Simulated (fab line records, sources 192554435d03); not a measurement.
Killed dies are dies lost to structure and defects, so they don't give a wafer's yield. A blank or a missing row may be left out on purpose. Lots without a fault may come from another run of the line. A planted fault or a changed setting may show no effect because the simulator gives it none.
Chamber matching | flow n5_finfet | N5_BEOL_M4_DEP_57 on pecvd-02: 3 sister chambers
The step deposits SiCN from 3MS/NH3, target thk 8 nm, time 14 s. 6 wafers are shown with their chamber, then 12 later ones without.

WAFERS WITH THEIR CHAMBER
wafer  | chamber | throttle_valve_pct (%) | showerhead_plenum_p_Torr (Torr)
L085.6 | 0       | 8.6                    | 3.670
L086.3 | 2       | 8.6                    | 3.671
L086.6 | 2       | 8.6                    | 3.659
L089.2 | 1       | 8.8                    | 3.679
L089.3 | 0       | 8.7                    | 3.670
L089.4 | 1       | 9.1                    | 3.672

WAFERS WITHOUT THEIR CHAMBER
wafer  | throttle_valve_pct (%) | showerhead_plenum_p_Torr (Torr)
L087.1 | 9.0                    | 3.671
L087.3 | 9.3                    | 3.671
L087.6 | 9.0                    | 3.666
L091.3 | 9.2                    | 3.668
L091.5 | 8.8                    | 3.669
L091.6 | 9.1                    | 3.661
L095.2 | 8.8                    | 3.668
L095.3 | 8.9                    | 3.662
L095.4 | 8.7                    | 3.662
L097.2 | 8.9                    | 3.663
L097.4 | 9.0                    | 3.667
L097.5 | 8.3                    | 3.672

WHICH CHAMBER EACH WENT THROUGH
wafer  | from the rows above          | in truth
L087.1 | can't be placed: 1 or 0      | 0
L087.3 | 1                            | 1
L087.6 | can't be placed: 1 or 0 or 2 | 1
L091.3 | can't be placed: 1 or 0      | 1
L091.5 | can't be placed: 0 or 1 or 2 | 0
L091.6 | can't be placed: 1 or 0 or 2 | 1
L095.2 | can't be placed: 0 or 2 or 1 | 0
L095.3 | can't be placed: 2 or 0 or 1 | 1
L095.4 | can't be placed: 2 or 0      | 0
L097.2 | can't be placed: 1 or 0 or 2 | 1
L097.4 | can't be placed: 1 or 0 or 2 | 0
L097.5 | can't be placed: 2 or 0      | 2
Placed correctly: 1 of 12. Can't be placed from these rows: 11 (the true chamber is among the candidates in 11). Placed wrongly: 0.
How it was worked out, from the rows above alone: a wafer's distance from a chamber is the root of the sum, over the readings, of the square of ((its reading less the chamber's mean) divided by the reading's scatter). The wafer belongs to the nearest chamber; if the next one is less than 2 further off, it can't be placed. A chamber's mean is the mean of its shown wafers. The scatter: the root of (the sum of the squares of (reading less its chamber's mean) over the shown wafers, divided by (wafers less chambers)).
